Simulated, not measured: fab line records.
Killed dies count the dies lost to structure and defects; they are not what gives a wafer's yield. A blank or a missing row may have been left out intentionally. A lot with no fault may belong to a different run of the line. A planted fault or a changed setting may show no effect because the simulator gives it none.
Split-lot trial || flow n5Finfet || on a route of 1938 steps: 7 lots, 21 wafers read

## THE SPLIT
At N5_BEOL_M6_HM_DEP_02 (deposits TiN, target thk 20 nm), the setting targetThkA was moved away from the recipe's 200 angstrom on 5 of the 21 wafers read, by -7.7% to +12.1%. All remaining wafers had this setting at the recipe value.

## FROM THE SPLIT TO THE READING: what the file shows between them, 8 steps
- N5_BEOL_M6_COAT_59: time 60 s, resist thk 100 nm
- N5_BEOL_M6_COAT_60: time 60 s, resist thk 35 nm
- N5_BEOL_M6_STRIP_68: strips in N2/H2
- N5_BEOL_M6_STRIP_67: strips in CF4
- N5_BEOL_M6_HM_OPEN_17: chemistry Cl2/BCl3, target TiN, target depth 20 nm, overetch 6 nm
- N5_BEOL_M6_STRIP_19: strips in O2
- N5_BEOL_M6_STRIP_76: strips in C4F6/O2
- N5_BEOL_M6_STRIP_36: strips in N2/H2

## THE READING
TiN_of_BEOL_M6_HM_DEP_02.thkNm (the simulator's own value, which no gauge read), in nm, at N5_BEOL_M6_TRENCH_ETCH_37 (etches SiCOH lowk in C4F6/O2, target depth 94.435 nm, time 31.5 s). The file gives no usual value for it. Here, 16 wafers ran the recipe; their average is 17.5 nm with a standard deviation of 0.19 nm.

{"wafer": "L078.4", "tool, chamber at the split": "pvdSputter-03, -", "targetThkA as run, angstrom": 184.7, "against the recipe": "-7.7%", "TiN_of_BEOL_M6_HM_DEP_02.thkNm, nm": 16, "against lot-mates on the recipe": -1.6}
{"wafer": "L078.5", "tool, chamber at the split": "pvdSputter-03, -", "targetThkA as run, angstrom": 200, "against the recipe": "recipe", "TiN_of_BEOL_M6_HM_DEP_02.thkNm, nm": 17.6, "against lot-mates on the recipe": "-"}
{"wafer": "L078.6", "tool, chamber at the split": "pvdSputter-03, -", "targetThkA as run, angstrom": 200, "against the recipe": "recipe", "TiN_of_BEOL_M6_HM_DEP_02.thkNm, nm": 17.6, "against lot-mates on the recipe": "-"}
{"wafer": "L080.3", "tool, chamber at the split": "pvdSputter-03, -", "targetThkA as run, angstrom": 200, "against the recipe": "recipe", "TiN_of_BEOL_M6_HM_DEP_02.thkNm, nm": 17.4, "against lot-mates on the recipe": "-"}
{"wafer": "L080.4", "tool, chamber at the split": "pvdSputter-03, -", "targetThkA as run, angstrom": 200, "against the recipe": "recipe", "TiN_of_BEOL_M6_HM_DEP_02.thkNm, nm": 17.4, "against lot-mates on the recipe": "-"}
{"wafer": "L080.5", "tool, chamber at the split": "pvdSputter-03, -", "targetThkA as run, angstrom": 200, "against the recipe": "recipe", "TiN_of_BEOL_M6_HM_DEP_02.thkNm, nm": 17.4, "against lot-mates on the recipe": "-"}
{"wafer": "L081.1", "tool, chamber at the split": "pvdSputter-02, -", "targetThkA as run, angstrom": 200, "against the recipe": "recipe", "TiN_of_BEOL_M6_HM_DEP_02.thkNm, nm": 18, "against lot-mates on the recipe": "-"}
{"wafer": "L081.2", "tool, chamber at the split": "pvdSputter-02, -", "targetThkA as run, angstrom": 200, "against the recipe": "recipe", "TiN_of_BEOL_M6_HM_DEP_02.thkNm, nm": 17.6, "against lot-mates on the recipe": "-"}
{"wafer": "L081.5", "tool, chamber at the split": "pvdSputter-02, -", "targetThkA as run, angstrom": 200, "against the recipe": "recipe", "TiN_of_BEOL_M6_HM_DEP_02.thkNm, nm": 17.6, "against lot-mates on the recipe": "-"}
{"wafer": "L084.1", "tool, chamber at the split": "pvdSputter-03, -", "targetThkA as run, angstrom": 200, "against the recipe": "recipe", "TiN_of_BEOL_M6_HM_DEP_02.thkNm, nm": 17.4, "against lot-mates on the recipe": "-"}
{"wafer": "L084.4", "tool, chamber at the split": "pvdSputter-03, -", "targetThkA as run, angstrom": 209, "against the recipe": "+4.5%", "TiN_of_BEOL_M6_HM_DEP_02.thkNm, nm": 18.6, "against lot-mates on the recipe": "+1.1"}
{"wafer": "L084.5", "tool, chamber at the split": "pvdSputter-03, -", "targetThkA as run, angstrom": 200, "against the recipe": "recipe", "TiN_of_BEOL_M6_HM_DEP_02.thkNm, nm": 17.6, "against lot-mates on the recipe": "-"}
{"wafer": "L093.1", "tool, chamber at the split": "pvdSputter-02, -", "targetThkA as run, angstrom": 185.2, "against the recipe": "-7.4%", "TiN_of_BEOL_M6_HM_DEP_02.thkNm, nm": 16.4, "against lot-mates on the recipe": -1.2}
{"wafer": "L093.3", "tool, chamber at the split": "pvdSputter-02, -", "targetThkA as run, angstrom": 200, "against the recipe": "recipe", "TiN_of_BEOL_M6_HM_DEP_02.thkNm, nm": 17.6, "against lot-mates on the recipe": "-"}
{"wafer": "L093.6", "tool, chamber at the split": "pvdSputter-02, -", "targetThkA as run, angstrom": 200, "against the recipe": "recipe", "TiN_of_BEOL_M6_HM_DEP_02.thkNm, nm": 17.6, "against lot-mates on the recipe": "-"}
{"wafer": "L096.3", "tool, chamber at the split": "pvdSputter-01, -", "targetThkA as run, angstrom": 200, "against the recipe": "recipe", "TiN_of_BEOL_M6_HM_DEP_02.thkNm, nm": 17.2, "against lot-mates on the recipe": "-"}
{"wafer": "L096.4", "tool, chamber at the split": "pvdSputter-01, -", "targetThkA as run, angstrom": 200, "against the recipe": "recipe", "TiN_of_BEOL_M6_HM_DEP_02.thkNm, nm": 17.2, "against lot-mates on the recipe": "-"}
{"wafer": "L096.5", "tool, chamber at the split": "pvdSputter-01, -", "targetThkA as run, angstrom": 215.7, "against the recipe": "+7.9%", "TiN_of_BEOL_M6_HM_DEP_02.thkNm, nm": 19, "against lot-mates on the recipe": "+1.8"}
{"wafer": "L097.1", "tool, chamber at the split": "pvdSputter-02, -", "targetThkA as run, angstrom": 224.2, "against the recipe": "+12.1%", "TiN_of_BEOL_M6_HM_DEP_02.thkNm, nm": 20, "against lot-mates on the recipe": "+2.5"}
{"wafer": "L097.3", "tool, chamber at the split": "pvdSputter-02, -", "targetThkA as run, angstrom": 200, "against the recipe": "recipe", "TiN_of_BEOL_M6_HM_DEP_02.thkNm, nm": 17.6, "against lot-mates on the recipe": "-"}
{"wafer": "L097.6", "tool, chamber at the split": "pvdSputter-02, -", "targetThkA as run, angstrom": 200, "against the recipe": "recipe", "TiN_of_BEOL_M6_HM_DEP_02.thkNm, nm": 17.4, "against lot-mates on the recipe": "-"}

FIT RESULTS
A straight line over all 21 wafers: TiN_of_BEOL_M6_HM_DEP_02.thkNm changes by +0.194 nm for each +1% of targetThkA; r = +0.97; the points scatter about the line by 0.19 nm.
The same after taking each lot's own level away (the mean of its wafers on the recipe; 21 wafers): +0.205 nm for each +1%; r = +0.99; scatter 0.12 nm.
Per that fit: largest targetThkA move, reading shift of 2.5 nm.
Across the lots, their own levels run from 17.20 to 17.73 nm, a range of 2.9 times the standard deviation given above.
The two slopes are in agreement: the lot-to-lot level therefore moves the slope only a little.
Check: with one of the wafers moved furthest among these (+12.1%) left out of the fit, the line predicts +2.53 nm for it against its lot-mates. It came out at +2.5 nm against them.

## THE OTHER SPLITS THESE WAFERS WENT THROUGH
Note: prior to the reading, these wafers also went through further splits. Each is held against what the fit with the lots' levels taken away leaves over:
{"other split on the same wafers": "N5_BEOL_M0_ETCH_128 sourceW", "wafers away from the commonest value": 6, "r with TiN_of_BEOL_M6_HM_DEP_02.thkNm (lot level and that fit taken away)": "+0.03"}
{"other split on the same wafers": "N5_BEOL_M0_ETCH_109 biasW", "wafers away from the commonest value": 3, "r with TiN_of_BEOL_M6_HM_DEP_02.thkNm (lot level and that fit taken away)": -0.68}
{"other split on the same wafers": "N5_BEOL_M1_SPUTTER_81 timeS", "wafers away from the commonest value": 7, "r with TiN_of_BEOL_M6_HM_DEP_02.thkNm (lot level and that fit taken away)": "+0.00"}
{"other split on the same wafers": "N5_BEOL_M2_ETCH_70 sourceW", "wafers away from the commonest value": 5, "r with TiN_of_BEOL_M6_HM_DEP_02.thkNm (lot level and that fit taken away)": -0.12}
{"other split on the same wafers": "N5_BEOL_M2_TRENCH_ETCH_37 sourceW", "wafers away from the commonest value": 5, "r with TiN_of_BEOL_M6_HM_DEP_02.thkNm (lot level and that fit taken away)": "+0.28"}
{"other split on the same wafers": "N5_BEOL_M2_DEP_57 timeS", "wafers away from the commonest value": 9, "r with TiN_of_BEOL_M6_HM_DEP_02.thkNm (lot level and that fit taken away)": -0.03}
{"other split on the same wafers": "N5_BEOL_M4_PECVD_72 tempC", "wafers away from the commonest value": 3, "r with TiN_of_BEOL_M6_HM_DEP_02.thkNm (lot level and that fit taken away)": "+0.19"}
{"other split on the same wafers": "N5_BEOL_M4_COAT_61 spinRpm", "wafers away from the commonest value": 8, "r with TiN_of_BEOL_M6_HM_DEP_02.thkNm (lot level and that fit taken away)": "+0.26"}
{"other split on the same wafers": "N5_BEOL_M5_ETCH_68 biasW", "wafers away from the commonest value": 9, "r with TiN_of_BEOL_M6_HM_DEP_02.thkNm (lot level and that fit taken away)": "+0.01"}
{"other split on the same wafers": "N5_BEOL_M5_ETCH_41 sourceW", "wafers away from the commonest value": 7, "r with TiN_of_BEOL_M6_HM_DEP_02.thkNm (lot level and that fit taken away)": -0.25}
{"other split on the same wafers": "N5_BEOL_M6_PECVD_70 timeS", "wafers away from the commonest value": 6, "r with TiN_of_BEOL_M6_HM_DEP_02.thkNm (lot level and that fit taken away)": -0.15}

## THE WHOLE CHAIN: every reading that the file lists as answering this split, in the file's order
{"step": "N5_BEOL_M6_HM_DEP_02", "what it does": "deposits TiN, target thk 20 nm", "reading": "TiN_of_BEOL_M6_HM_DEP_02.thkNm (the simulator's own value, which no gauge read)", "change (the file's fit)": "+0.205 nm for each +1% of the setting", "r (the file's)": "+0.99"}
{"step": "N5_BEOL_M6_HM_OPEN_17", "what it does": "chemistry Cl2/BCl3, target TiN, target depth 20 nm, overetch 6 nm", "reading": "etch.depthNm (the simulator's own value, which no gauge read)", "change (the file's fit)": "+0.203 nm for each +1% of the setting", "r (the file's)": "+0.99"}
{"step": "N5_BEOL_M6_TRENCH_ETCH_37", "what it does": "etches SiCOH lowk in C4F6/O2, target depth 94.435 nm, time 31.5 s", "reading": "TiN_of_BEOL_M6_HM_DEP_02.thkNm (the simulator's own value, which no gauge read)", "change (the file's fit)": "+0.206 nm for each +1% of the setting", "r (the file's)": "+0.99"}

## THE FILE'S OWN FIT
TiN_of_BEOL_M6_HM_DEP_02.thkNm changes by +0.206 nm for each +1% of targetThkA, r = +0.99.
